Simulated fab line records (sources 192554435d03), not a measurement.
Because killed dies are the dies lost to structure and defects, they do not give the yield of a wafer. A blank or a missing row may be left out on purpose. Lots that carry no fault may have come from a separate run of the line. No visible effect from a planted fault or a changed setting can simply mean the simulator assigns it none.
A single fault, viewed from 2 desks ; flow n5_finfet ; numbers are kept per desk, each desk with only its own; the story behind them comes last

== DESK OF THE TOOL OWNER: epi_rpcvd-01 ==
The tool's own readings at N5_SD_EPI_N_EPI_21 (deposits Si:P, time 690 s): means of the sampled wafers that have a number, for each lot that ran on this tool. The brackets show how far a lot's mean lies from the usual mean; more than 4 standard deviations puts the lot out of limits, marked OUT.
Columns: A = lamp_inner_pct at N5_SD_EPI_N_EPI_21, usual 16.9 %
lot;first seen here;A
L900;day 3 03:45;18.8
L913;day 6 07:44;18.8
L914;day 6 13:23;18.8
Result from this desk: across the 3 lots, nothing is out of limits.

== THE METROLOGY DESK ==
What the gauges read, lot by lot, whatever tool the lot ran on: means of the sampled wafers that have a number. The brackets show how far a lot's mean lies from the usual mean; more than 4 standard deviations puts the lot out of limits, marked OUT. Readings shown: 7 out of 16 (the first out of limits, and those lying furthest out on some lot).
Columns: A = RS_SD_N at N5_SD_ACTIVATION_RS_MEAS_03, usual 21.90 ohm/sq; B = ION_N at N5_BEOL_M4_RC_MEAS_101, usual 678 uA/um; C = RC_DENSE_N at N5_BEOL_M4_RC_MEAS_101, usual 19.7 ohm.um; D = RC_N at N5_BEOL_M4_RC_MEAS_101, usual 16.1 ohm.um; E = REXT_N at N5_BEOL_M4_RC_MEAS_101, usual 75.8 ohm.um; F = RS_SD_N at N5_BEOL_M4_RC_MEAS_101, usual 28.4 ohm/sq; G = VT_N at N5_BEOL_M4_RC_MEAS_101, usual 249 mV
lot;first seen here;A;B;C;D;E;F;G
L900;day 3 11:30;21.77;672;20.0;16.3;77.9;28.3;249
L913;day 6 15:38;25.84 (+16) OUT;634;24.1 (+7.3) OUT;19.6 (+7.2) OUT;93.3 (+8.8) OUT;33.5 (+14) OUT;261
L914;day 6 20:22;26.10 (+17) OUT;633;23.5 (+6.3) OUT;19.1 (+6.2) OUT;92.9 (+8.6) OUT;33.9 (+15) OUT;259
L919;day 8 02:16;21.70;679;19.7;15.9;73.7;28.1;249
This desk's result: L913, L914 out of limits, first on L913 (RS_SD_N at N5_SD_ACTIVATION_RS_MEAS_03), day 6 15:38. L900, L919: within limits.

== BROUGHT TOGETHER ==
The metrology desk could have raised an alarm at day 6 15:38, on L913, L914.
The tool owner's desk saw nothing out of limits.
The tool owner's desk has L913, L914 on record, within its limits.
The lots listed all ran N5_SD_EPI_N_EPI_21 on epi_rpcvd-01.

== WHAT WAS PUT IN BY THE SIMULATOR ==
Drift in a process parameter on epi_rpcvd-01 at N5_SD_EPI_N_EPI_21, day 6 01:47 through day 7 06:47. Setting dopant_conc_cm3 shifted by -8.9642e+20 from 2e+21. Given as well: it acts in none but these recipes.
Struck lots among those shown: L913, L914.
Hours from the fault's start to each desk's first reading out of limits: the metrology desk, 14.
